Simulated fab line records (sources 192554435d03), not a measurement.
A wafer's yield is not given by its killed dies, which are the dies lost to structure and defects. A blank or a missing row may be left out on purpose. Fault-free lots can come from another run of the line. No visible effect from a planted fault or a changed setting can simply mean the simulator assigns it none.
A struck lot beside a sound one | flow n5Finfet | 16 steps out of a route of 1938
Sound: wafers L439.1, L439.2, L439.6. The struck wafers were L431.2, L431.3, L431.5. The cause is named last.
Per side, at each step with rows, come the tool, then ch with its chambers, and then its first start. Under that, the readings that differ: sound wafers | struck wafers | difference of the means | sigmas: that difference in standard deviations of wafers without a fault.
alike: words and numbers the same on both sides, and readings whose means are apart by under 2 such deviations; not compared: readings that were withheld, readings missing a value for some wafer, numbers with overlapping values and no deviation given by the record, and bounds like >300 which may hide the same value.
The two part at a step that has a row with sigmas, a row that says differs or no value, or rows on one side only. Numbers that don't overlap but have no deviation are shown without sigmas and don't part them. A reading missing from all wafers of one side parts the sides only when that side holds two or more wafers.

first, 4 steps without rows for these wafers: N5_BEOL_M2_HM_STRIP_39 (strips TiN in peroxide tin strip, target depth 25 nm, time 158 s); N5_BEOL_M2_SRD_40 (time 30 s); N5_BEOL_M2_PRECLEAN_42 (cleans in residue remover, time 60 s); N5_BEOL_M2_SRD_43 (time 30 s).
N5_BEOL_M2_CD_MEAS_35: target cd 18 nm, target cd y 22.2 nm.
  struck on cdSem-01, day 8 06:16; sound on cdSem-01, day 10 15:47
  alike: cdNm
then, 1 step without rows for these wafers: N5_BEOL_M2_DEGAS_44 (time 60 s).
N5_BEOL_M2_PRE_CLEAN_45: time 30 s.
  struck on pvdSputter-03, day 8 06:37; sound on pvdSputter-01, day 10 16:35
  alike: heaterPowerW
then, 1 step without rows for these wafers: N5_BEOL_M2_ALD_84 (deposits TaN, pulse time 2 s, purge time 3 s, co reactant purge time 2 s).
N5_BEOL_M2_SURFACE_TREAT_85:
  struck on pvdSputter-01, day 8 07:02; sound on pvdSputter-01, day 10 17:04
  not compared: throttleValvePct
then, 1 step without rows for these wafers: N5_BEOL_M2_CVD_47 (deposits Co from CCTBA/H2, target thk 3 nm, time 223.8 s).
N5_BEOL_M2_SPUTTER_48: material Cu, target thk 4.5 nm, time 8.29 s.
  struck on pvdSputter-02, day 8 07:25; sound on pvdSputter-01, day 10 17:18
  alike: chamberPressurePa, chuckGasFlowSccm, throttleValvePct
N5_BEOL_M2_ANNEAL_49: time 240 s.
  struck on pvdSputter-02, day 8 07:29; sound on pvdSputter-01, day 10 17:23
  alike: heaterPowerW, susceptor_temp_C_max
N5_BEOL_M2_SPUTTER_79: material Cu, target thk 4.5 nm, time 8.29 s.
  struck on pvdSputter-02, day 8 07:38; sound on pvdSputter-01, day 10 17:31
  no value came back on the struck wafers for chamberPressurePa (Pa), chuckGasFlowSccm (sccm), throttleValvePct (%); on the sound wafers chamberPressurePa (Pa) reads 0.07017 0.07005 0.06986
N5_BEOL_M2_ANNEAL_80: time 240 s.
  struck on pvdSputter-02, day 8 07:43; sound on pvdSputter-01, day 10 17:36
  alike: heaterPowerW, susceptor_temp_C_max
N5_BEOL_M4_RC_MEAS_101:
  sound on prober-02 ch 0, day 13 05:45; struck on prober-02 ch 0, day 10 03:47
  alike: DIBL_N, DIBL_P, IOFF_N, IOFF_P, ION_N, ION_P, SS_N, SS_P, VT_N, VT_P
-- here the record skips 5 days between the struck wafers' starts before and after, leaving off in module BEOL_M4 and picking up in module PASSIVATION (first step shown: number 1936 of the route) --
N5_PASSIVATION_PROBE_49:
  struck on prober-01, day 14 21:21; sound on prober-02, day 17 19:13
  alike: defectLimitedYield, killed_at_M0_to_M3, killed_at_M4_up, killedAtContacts, killedAtFrontEnd, killedAtOther, killedDies, killedOpen, killedShort, sort_bin_5_function, sort_bin_6_memory, sortNPass, sortYieldPct

WHERE THEY PART
Only at N5_BEOL_M2_SPUTTER_79, as far as this record shows. Later steps at which nothing parts them and some readings are alike: N5_BEOL_M2_ANNEAL_80, N5_BEOL_M4_RC_MEAS_101, N5_PASSIVATION_PROBE_49.

WHY: what had been put in by the simulator
Skipped step whole: pvdSputter-02, from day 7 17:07 on, at N5_BEOL_M2_SPUTTER_79. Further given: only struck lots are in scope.
